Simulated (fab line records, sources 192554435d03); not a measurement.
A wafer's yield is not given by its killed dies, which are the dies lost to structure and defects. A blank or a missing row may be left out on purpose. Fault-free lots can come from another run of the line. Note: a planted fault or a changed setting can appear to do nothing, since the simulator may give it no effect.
One fault through the eyes of 2 desks    flow n5 finfet    every desk sees just its own numbers, and what lay behind them comes last

FOR THE TOOL OWNER'S DESK: rie diel-03
The tool's own readings at N5_DUMMY_GATE_ETCH_42 (etches SiO2 in CHF3/O2, target depth 3.5 nm, time 31 s): means of the sampled wafers that have a number, for each lot that ran on this tool. The brackets show how far a lot's mean lies from the usual mean; more than 4 standard deviations puts the lot out of limits, marked OUT.
Columns: A = drypump motor current A at N5_DUMMY_GATE_ETCH_42, usual 5.6 A; B = oes product au at N5_DUMMY_GATE_ETCH_42, usual 0.75 a.u.; C = rf vpp V at N5_DUMMY_GATE_ETCH_42, usual 42.4 V; D = showerhead plenum p Torr at N5_DUMMY_GATE_ETCH_42, usual 2.41 Torr; E = throttle valve pct at N5_DUMMY_GATE_ETCH_42, usual 18.84 %
lot   first seen here  A    B     C     D     E
L328  day 6 03:11      5.3  0.74  43.4  2.47  18.86
L334  day 7 17:10      5.1  0.89  42.6  2.45  18.76
Result from this desk: across the 2 lots, nothing is out of limits.

METROLOGY DESK
Lot by lot, what the gauges showed, no matter which tool ran the lot: averages of those sampled wafers that carry a number. The brackets show how far a lot's mean lies from the usual mean; more than 4 standard deviations puts the lot out of limits, marked OUT. Readings shown: 7 of its 12, picked as those furthest out on some lot.
Columns: A = cd nm at N5_DUMMY_GATE_CD_MEAS_50, usual 14.2 nm; B = cd nm at N5_DUMMY_GATE_CD_MEAS_24, usual 15.2 nm; C = DIBL_N at N5_BEOL_M4_RC_MEAS_101, usual 36.2 mV/V; D = ION_N at N5_BEOL_M4_RC_MEAS_101, usual 672 uA/um; E = ION_P at N5_BEOL_M4_RC_MEAS_101, usual 463 uA/um; F = VT_N at N5_BEOL_M4_RC_MEAS_101, usual 250 mV; G = VT_P at N5_BEOL_M4_RC_MEAS_101, usual -250 mV
lot   first seen here  A     B     C     D    E    F    G
L319  day 3 16:32      13.9  14.7  37.1  674  461  250  -249
L328  day 6 02:34      14.6  15.5  36.7  688  473  247  -245
L334  day 7 16:29      14.0  15.1  34.8  678  469  249  -247
L337  day 8 08:06      14.3  15.4  35.4  667  461  253  -249
L338  day 8 12:12      14.2  15.4  35.5  678  465  251  -252
Result from this desk: across the 5 lots, nothing is out of limits.

TAKEN TOGETHER
The desk of the tool owner found nothing out of limits.
At the metrology desk, nothing out of limits was observed.

WHAT THE SIMULATOR HAD INSERTED
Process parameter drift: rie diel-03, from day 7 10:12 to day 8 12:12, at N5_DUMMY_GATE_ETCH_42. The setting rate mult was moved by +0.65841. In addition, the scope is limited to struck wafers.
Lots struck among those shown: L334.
